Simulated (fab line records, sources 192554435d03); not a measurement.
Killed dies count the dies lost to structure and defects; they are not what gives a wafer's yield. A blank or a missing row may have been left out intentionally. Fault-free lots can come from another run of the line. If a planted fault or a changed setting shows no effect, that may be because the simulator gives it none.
Chamber matching / flow n5_finfet / 4 sister chambers for N5_BEOL_M2_ETCH_69 on rie_diel-02
The step etches SiARC in CF4, target depth 15.6 nm, time 26 s. 36 wafers are shown with their chamber, then 12 later ones without.

EACH WAFER AND ITS CHAMBER
wafer=L074.2; chamber=1; drypump_motor_current_A (A)=4.7; showerhead_plenum_p_Torr (Torr)=2.16; throttle_valve_pct (%)=15.74
wafer=L074.3; chamber=3; drypump_motor_current_A (A)=5.1; showerhead_plenum_p_Torr (Torr)=2.22; throttle_valve_pct (%)=15.54
wafer=L074.4; chamber=0; drypump_motor_current_A (A)=5.7; showerhead_plenum_p_Torr (Torr)=2.20; throttle_valve_pct (%)=16.01
wafer=L076.2; chamber=0; drypump_motor_current_A (A)=5.7; showerhead_plenum_p_Torr (Torr)=2.20; throttle_valve_pct (%)=16.01
wafer=L076.3; chamber=3; drypump_motor_current_A (A)=5.1; showerhead_plenum_p_Torr (Torr)=2.22; throttle_valve_pct (%)=15.57
wafer=L076.5; chamber=3; drypump_motor_current_A (A)=5.1; showerhead_plenum_p_Torr (Torr)=2.22; throttle_valve_pct (%)=15.56
wafer=L075.4; chamber=1; drypump_motor_current_A (A)=4.7; showerhead_plenum_p_Torr (Torr)=2.16; throttle_valve_pct (%)=15.76
wafer=L075.5; chamber=3; drypump_motor_current_A (A)=5.1; showerhead_plenum_p_Torr (Torr)=2.22; throttle_valve_pct (%)=15.58
wafer=L075.6; chamber=2; drypump_motor_current_A (A)=5.5; showerhead_plenum_p_Torr (Torr)=2.13; throttle_valve_pct (%)=15.53
wafer=L077.4; chamber=2; drypump_motor_current_A (A)=5.5; showerhead_plenum_p_Torr (Torr)=2.13; throttle_valve_pct (%)=15.52
wafer=L077.5; chamber=3; drypump_motor_current_A (A)=5.1; showerhead_plenum_p_Torr (Torr)=2.22; throttle_valve_pct (%)=15.57
wafer=L077.6; chamber=2; drypump_motor_current_A (A)=5.5; showerhead_plenum_p_Torr (Torr)=2.13; throttle_valve_pct (%)=15.54
wafer=L078.1; chamber=1; drypump_motor_current_A (A)=4.7; showerhead_plenum_p_Torr (Torr)=2.16; throttle_valve_pct (%)=15.78
wafer=L078.3; chamber=3; drypump_motor_current_A (A)=5.1; showerhead_plenum_p_Torr (Torr)=2.22; throttle_valve_pct (%)=15.61
wafer=L078.4; chamber=0; drypump_motor_current_A (A)=5.6; showerhead_plenum_p_Torr (Torr)=2.20; throttle_valve_pct (%)=16.03
wafer=L085.1; chamber=1; drypump_motor_current_A (A)=4.7; showerhead_plenum_p_Torr (Torr)=2.15; throttle_valve_pct (%)=15.79
wafer=L085.2; chamber=0; drypump_motor_current_A (A)=5.6; showerhead_plenum_p_Torr (Torr)=2.20; throttle_valve_pct (%)=16.05
wafer=L085.3; chamber=2; drypump_motor_current_A (A)=5.5; showerhead_plenum_p_Torr (Torr)=2.12; throttle_valve_pct (%)=15.56
wafer=L086.4; chamber=0; drypump_motor_current_A (A)=5.7; showerhead_plenum_p_Torr (Torr)=2.19; throttle_valve_pct (%)=16.07
wafer=L086.5; chamber=1; drypump_motor_current_A (A)=4.7; showerhead_plenum_p_Torr (Torr)=2.15; throttle_valve_pct (%)=15.81
wafer=L086.6; chamber=2; drypump_motor_current_A (A)=5.5; showerhead_plenum_p_Torr (Torr)=2.12; throttle_valve_pct (%)=15.58
wafer=L089.3; chamber=1; drypump_motor_current_A (A)=4.6; showerhead_plenum_p_Torr (Torr)=2.15; throttle_valve_pct (%)=15.81
wafer=L089.4; chamber=3; drypump_motor_current_A (A)=5.1; showerhead_plenum_p_Torr (Torr)=2.21; throttle_valve_pct (%)=15.63
wafer=L089.5; chamber=2; drypump_motor_current_A (A)=5.5; showerhead_plenum_p_Torr (Torr)=2.12; throttle_valve_pct (%)=15.58
wafer=L087.2; chamber=0; drypump_motor_current_A (A)=5.7; showerhead_plenum_p_Torr (Torr)=2.19; throttle_valve_pct (%)=16.06
wafer=L087.4; chamber=3; drypump_motor_current_A (A)=5.1; showerhead_plenum_p_Torr (Torr)=2.21; throttle_valve_pct (%)=15.63
wafer=L087.5; chamber=1; drypump_motor_current_A (A)=4.7; showerhead_plenum_p_Torr (Torr)=2.15; throttle_valve_pct (%)=15.81
wafer=L090.2; chamber=3; drypump_motor_current_A (A)=5.1; showerhead_plenum_p_Torr (Torr)=2.21; throttle_valve_pct (%)=15.63
wafer=L090.3; chamber=0; drypump_motor_current_A (A)=5.7; showerhead_plenum_p_Torr (Torr)=2.19; throttle_valve_pct (%)=16.10
wafer=L090.4; chamber=1; drypump_motor_current_A (A)=4.7; showerhead_plenum_p_Torr (Torr)=2.15; throttle_valve_pct (%)=15.82
wafer=L091.1; chamber=2; drypump_motor_current_A (A)=5.5; showerhead_plenum_p_Torr (Torr)=2.12; throttle_valve_pct (%)=15.58
wafer=L091.3; chamber=1; drypump_motor_current_A (A)=4.7; showerhead_plenum_p_Torr (Torr)=2.15; throttle_valve_pct (%)=15.81
wafer=L091.6; chamber=2; drypump_motor_current_A (A)=5.5; showerhead_plenum_p_Torr (Torr)=2.12; throttle_valve_pct (%)=15.60
wafer=L092.2; chamber=3; drypump_motor_current_A (A)=5.1; showerhead_plenum_p_Torr (Torr)=2.21; throttle_valve_pct (%)=15.65
wafer=L092.5; chamber=2; drypump_motor_current_A (A)=5.5; showerhead_plenum_p_Torr (Torr)=2.12; throttle_valve_pct (%)=15.58
wafer=L092.6; chamber=1; drypump_motor_current_A (A)=4.7; showerhead_plenum_p_Torr (Torr)=2.15; throttle_valve_pct (%)=15.82

SIGNATURES, as means of the wafers listed above
reading=drypump_motor_current_A; chamber 0=5.671; chamber 1=4.690; chamber 2=5.500; chamber 3=5.100; scatter within a chamber=0.027
reading=showerhead_plenum_p_Torr; chamber 0=2.1957; chamber 1=2.1530; chamber 2=2.1233; chamber 3=2.2160; scatter within a chamber=0.00507
reading=throttle_valve_pct; chamber 0=16.0471; chamber 1=15.7950; chamber 2=15.5633; chamber 3=15.5970; scatter within a chamber=0.0315
Rule: a wafer lies at a distance from a chamber equal to the root of the sum of squares, over the readings, of (its reading less the chamber's mean, divided by the reading's scatter). If the next closest chamber is less than 2 further off than the closest, the wafer can't be placed; otherwise it belongs to the closest. The scatter: take each reading less its chamber's mean, square it, sum over the shown wafers, divide by the number of wafers less the number of chambers, and take the root.

WAFERS MISSING THEIR CHAMBER
wafer=L093.1; drypump_motor_current_A (A)=4.7; showerhead_plenum_p_Torr (Torr)=2.15; throttle_valve_pct (%)=15.83
wafer=L093.3; drypump_motor_current_A (A)=5.1; showerhead_plenum_p_Torr (Torr)=2.21; throttle_valve_pct (%)=15.65
wafer=L093.6; drypump_motor_current_A (A)=5.7; showerhead_plenum_p_Torr (Torr)=2.19; throttle_valve_pct (%)=16.09
wafer=L094.1; drypump_motor_current_A (A)=5.1; showerhead_plenum_p_Torr (Torr)=2.21; throttle_valve_pct (%)=15.66
wafer=L094.2; drypump_motor_current_A (A)=5.5; showerhead_plenum_p_Torr (Torr)=2.12; throttle_valve_pct (%)=15.59
wafer=L094.3; drypump_motor_current_A (A)=4.6; showerhead_plenum_p_Torr (Torr)=2.15; throttle_valve_pct (%)=15.84
wafer=L095.2; drypump_motor_current_A (A)=5.1; showerhead_plenum_p_Torr (Torr)=2.21; throttle_valve_pct (%)=15.65
wafer=L095.3; drypump_motor_current_A (A)=5.5; showerhead_plenum_p_Torr (Torr)=2.12; throttle_valve_pct (%)=15.58
wafer=L095.6; drypump_motor_current_A (A)=4.7; showerhead_plenum_p_Torr (Torr)=2.15; throttle_valve_pct (%)=15.84
wafer=L096.4; drypump_motor_current_A (A)=5.1; showerhead_plenum_p_Torr (Torr)=2.20; throttle_valve_pct (%)=15.66
wafer=L096.5; drypump_motor_current_A (A)=4.7; showerhead_plenum_p_Torr (Torr)=2.15; throttle_valve_pct (%)=15.86
wafer=L096.6; drypump_motor_current_A (A)=5.5; showerhead_plenum_p_Torr (Torr)=2.12; throttle_valve_pct (%)=15.61

THE CHAMBER EACH PASSED THROUGH
wafer=L093.1; from the rows above=1; in truth=1
wafer=L093.3; from the rows above=3; in truth=3
wafer=L093.6; from the rows above=0; in truth=0
wafer=L094.1; from the rows above=3; in truth=3
wafer=L094.2; from the rows above=2; in truth=2
wafer=L094.3; from the rows above=1; in truth=1
wafer=L095.2; from the rows above=3; in truth=3
wafer=L095.3; from the rows above=2; in truth=2
wafer=L095.6; from the rows above=1; in truth=1
wafer=L096.4; from the rows above=3; in truth=3
wafer=L096.5; from the rows above=1; in truth=1
wafer=L096.6; from the rows above=2; in truth=2
Correctly placed: 12 of 12. Can't be placed from these rows: 0. Number placed wrongly: 0.
